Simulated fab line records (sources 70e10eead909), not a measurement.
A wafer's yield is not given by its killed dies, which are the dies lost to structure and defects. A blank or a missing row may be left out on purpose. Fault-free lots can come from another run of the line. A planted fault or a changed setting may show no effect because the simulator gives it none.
Matching of chambers    flow nand-harc    NHARC_P_M1_DESCUM_14 on rie-diel-10 has 4 sister chambers
The step chemistry O2, time 3 s. 4 wafers are shown with their chamber, then 7 later ones without.

## WAFERS PAIRED WITH THEIR CHAMBERS
wafer   chamber  drypump-motor-current-A (A)
L085.4  1        5.2
L089.5  3        6.6
L093.1  0        6.0
L093.2  2        5.9

## WAFERS WHOSE CHAMBER IS MISSING
wafer   drypump-motor-current-A (A)
L093.6  5.9
L096.2  5.9
L096.4  6.6
L096.5  5.9
L097.2  6.0
L097.4  6.7
L097.6  6.6

## WHICH CHAMBER EACH ONE RAN IN
wafer   from the rows above  in truth
L093.6  2                    2
L096.2  2                    2
L096.4  3                    3
L096.5  2                    2
L097.2  0                    0
L097.4  3                    3
L097.6  3                    3
Correctly placed: 7 of 7. From these rows, 0 cannot be placed. Wrongly placed: 0.
How it was worked out, from the rows above alone: a wafer's distance from a chamber is the root of the sum, over the readings, of the square of ((its reading less the chamber's mean) divided by the reading's scatter). If the next closest chamber is less than 2 further off than the closest, the wafer can't be placed; otherwise it belongs to the closest. For every chamber, the mean is computed from those of its wafers that are shown. The scatter: root of mean squared gap, hidden wafer to nearest shown wafer, with one shown wafer a chamber.
